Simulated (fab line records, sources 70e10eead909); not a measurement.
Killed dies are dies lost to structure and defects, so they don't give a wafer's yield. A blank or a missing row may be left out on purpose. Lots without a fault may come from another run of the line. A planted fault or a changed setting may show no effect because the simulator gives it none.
Which tool did it? | flow nand_harc | 6 lots, 18 wafers sampled, at 3 steps of a route of 1302

WHAT THE GAUGES READ, wafer by wafer
NHARC_A_CONTACT_CD_MEAS_42: target cd 300 nm.
lot  | measured     | on        | cd_nm (nm)
L898 | day 22 03:00 | cd_sem-03 | 300.2 300.5 299.2
L902 | day 23 05:55 | cd_sem-02 | 300.0 300.3 300.0
L906 | day 25 14:20 | cd_sem-03 | 300.7 300.1 300.1
L908 | day 26 05:41 | cd_sem-03 | 299.9 301.3 300.5
L915 | day 28 20:24 | cd_sem-02 | 300.8 300.5 300.2
L918 | day 30 13:02 | cd_sem-01 | 299.5 299.1 300.1

WHICH TOOL RAN EACH LOT (tool, then ch and the chambers of the sampled wafers, then the start)
lot  | NHARC_A_WL_FILL_ETCHBACK_16                   | NHARC_A_CONTACT_DEP_24
L898 | rie_diel-02 ch 0,1,3, day 21 21:21 or earlier | pecvd-02 ch 0,1, day 21 21:21
L902 | rie_diel-05 ch 2,3, day 22 23:39 or earlier   | pecvd-02 ch 0,1,2, day 22 23:39
L906 | rie_diel-05 ch 0,1,3, day 25 06:49 or earlier | pecvd-02 ch 1,2, day 25 06:49
L908 | rie_diel-02 ch 1,2, day 26 00:13 or earlier   | pecvd-01 ch 0,1, day 26 00:13
L915 | rie_diel-05 ch 0,1,2, day 28 14:51 or earlier | pecvd-01 ch 0,2, day 28 14:51
L918 | rie_diel-02 ch 0,1,2, day 30 07:21 or earlier | pecvd-02 ch 0,2, day 30 07:21
- NHARC_A_WL_FILL_ETCHBACK_16: etches the open film in C4F8/O2/Ar, target depth 120 nm, time 24 s.
- NHARC_A_CONTACT_DEP_24: deposits SiO2, target thk 500 nm.

THE ANSWER, worked out from the rows above alone
Rule: what is usual is taken from the lots themselves. Put in order of their means at a reading, lots are off if they are a third of the lots or fewer, leave a main group of 4 or more, and stand apart from it by a gap of 3 or more times the standard deviation of the main group's means; of several such gaps the widest counts. A main group whose means are all the same, to the digits that the tables above print for the reading, isn't used. A lot without any number at a reading at which 4 lots or more have one is off too. The other lots that the step has rows for count as sound.
No lot is off at any reading shown: from this, nothing can be told.

WHAT THE SIMULATOR HAD PUT IN
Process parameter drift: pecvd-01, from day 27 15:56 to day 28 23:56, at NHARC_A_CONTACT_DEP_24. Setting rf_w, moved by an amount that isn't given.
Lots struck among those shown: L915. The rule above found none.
